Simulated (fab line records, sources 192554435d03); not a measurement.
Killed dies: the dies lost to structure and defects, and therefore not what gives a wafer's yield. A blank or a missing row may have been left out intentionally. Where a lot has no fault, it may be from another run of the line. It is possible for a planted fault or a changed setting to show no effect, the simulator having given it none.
A lot that was struck, set against a sound lot    flow n5_finfet    37 out of 1938 route steps
Sound: the wafers L191.2, L191.4, L191.6. Wafers struck: L183.1, L183.2. The cause comes at the end.
Per side, at each step with rows, come the tool, then ch with its chambers, and then its first start. Under that, the readings that differ: sound wafers    struck wafers    difference of the means    sigmas: that difference in standard deviations of wafers without a fault.
alike: same words and numbers on both sides, and readings whose means sit less than 2 such deviations apart. not compared: any withheld reading, any reading some wafer has no value for, any bound like >300 that may hide the same value, and any number with overlapping values for which the record gives no deviation.
Wherever a step has rows on one side only, a row that says differs or no value, or a row with sigmas, the two part there. Non-overlapping numbers with no deviation appear without sigmas and do not part them. Lack of a reading on every wafer of one side parts them only where that side has two or more wafers.

first, 8 steps without rows for these wafers: N5_BEOL_M5_ANNEAL_51 (time 90 s); N5_BEOL_M5_CMP_52 (polishes, stops on SiCOH lowk, t overpolish 6.9 s, target thk 62 nm); N5_BEOL_M5_PRE_CLEAN_77 (time 15 s); N5_BEOL_M5_CO_CAP_78 (material Co, precursor CCTBA/H2, target thk 2 nm, time 102.1 s); N5_BEOL_M5_PRE_CLEAN_55 (time 15 s); N5_BEOL_M5_DEP_56 (deposits SiCN from 3MS/NH3, target thk 8 nm, time 14 s); N5_BEOL_M6_ILD_DEP_00 (deposits SiCOH lowk from DEMS/porogen, target thk 179.75 nm, time 33.4 s); N5_BEOL_M6_CURE_74 (cures SiCOH lowk, time 240 s).
N5_BEOL_M6_PECVD_70: deposits SiO2 from TEOS/O2, target thk 20 nm, time 22.7 s.
  sound on pecvd-04 ch 0,1, day 14 20:17; struck on pecvd-03 ch 0,2, day 13 02:27
reading                                     sound         struck   difference  sigmas
model.SiO2_of_BEOL_M6_PECVD_70.thk_nm (nm)  20 20.4 20.8  13.4 13  -7.2        
  alike: heater_power_w, showerhead_plenum_p_Torr, throttle_valve_pct
then, 25 steps without rows for these wafers: N5_BEOL_M6_HM_DEP_02 (deposits TiN, target thk 20 nm); N5_BEOL_M6_COAT_59 (time 60 s, resist thk 100 nm); N5_BEOL_M6_COAT_60 (time 60 s, resist thk 35 nm); N5_BEOL_M6_COAT_05 (resist thk 90 nm); N5_BEOL_M6_EBR_07; N5_BEOL_M6_SOFTBAKE_06 (time 60 s); N5_BEOL_M6_EXPOSE_08 (exposes mask M6); N5_BEOL_M6_PEB_09 (peb time 60 s); N5_BEOL_M6_DEVELOP_10 (develop time 30 s); N5_BEOL_M6_DESCUM_16 (chemistry O2, time 7.9 s); N5_BEOL_M6_ETCH_61 (etches SiARC in CF4, target depth 45.5 nm, time 75.8 s); N5_BEOL_M6_ETCH_62 (etches SOC in N2/H2, target depth 110 nm, overetch 22 nm, time 165 s); N5_BEOL_M6_STRIP_68 (strips in N2/H2); N5_BEOL_M6_STRIP_67 (strips in CF4); N5_BEOL_M6_HM_OPEN_17 (chemistry Cl2/BCl3, target TiN, target depth 20 nm, overetch 6 nm); N5_BEOL_M6_STRIP_19 (strips in O2); N5_BEOL_M6_COAT_63 (time 60 s, resist thk 60 nm); N5_BEOL_M6_COAT_64 (time 60 s, resist thk 12 nm); N5_BEOL_M6_COAT_71 (time 60 s, resist thk 5 nm); N5_BEOL_M6_COAT_22 (resist thk 30 nm); N5_BEOL_M6_EBR_24; N5_BEOL_M6_SOFTBAKE_23 (time 60 s); N5_BEOL_M6_EXPOSE_25 (exposes mask V5, target cd 40 nm); N5_BEOL_M6_PEB_26 (peb time 60 s); N5_BEOL_M6_DEVELOP_27 (develop time 30 s).
N5_BEOL_M6_HM_STRIP_39: strips TiN in peroxide tin strip, target depth 25 nm, time 158 s.
  sound on wet_bench-06 ch 2,3,4, day 15 01:48; struck on wet_bench-04 ch 0,4, day 13 10:43
reading                                     sound           struck     difference  sigmas
model.SiO2_of_BEOL_M6_PECVD_70.thk_nm (nm)  19.8 20.2 20.6  13.4 12.8  -7.1        
  alike: bath_heat_duty_pct
N5_BEOL_M6_CMP_52: polishes, stops on SiCOH lowk, t overpolish 6.9 s, target thk 80 nm.
  sound on cmp-02 ch 1,2, day 15 04:37; struck on cmp-01 ch 1,2, day 13 13:20
reading                       sound           struck     difference  sigmas
barrier_field_endpoint_s (s)  29.2 29.4 30.6  22.7 20.4  -8.2        -11
motor_current_A (A)           5.7 5.2 5.3     7.0 6.6    +1.4        +2
  alike: clearing_platen_down_force_psi
-- here the record skips 3 days between the struck wafers' starts before and after, leaving off in module BEOL_M6 and picking up in module PASSIVATION (first step shown: number 1936 of the route) --
N5_PASSIVATION_PROBE_49:
  struck on prober-02, day 17 01:08; sound on prober-02, day 18 09:50
reading              sound     struck  difference  sigmas
killed_at_front_end  52 41 49  28 26   -20         -2
  alike: defect_limited_yield, killed_at_M0_to_M3, killed_at_M4_up, killed_at_contacts, killed_at_other, killed_dies, killed_open, killed_short, sort_bin_5_function, sort_bin_6_memory, sort_bin_8_speed, sort_n_pass

== WHERE THEY PART ==
At N5_BEOL_M6_CMP_52 first; at N5_PASSIVATION_PROBE_49 last (within this record only).

WHY: what had been put in by the simulator
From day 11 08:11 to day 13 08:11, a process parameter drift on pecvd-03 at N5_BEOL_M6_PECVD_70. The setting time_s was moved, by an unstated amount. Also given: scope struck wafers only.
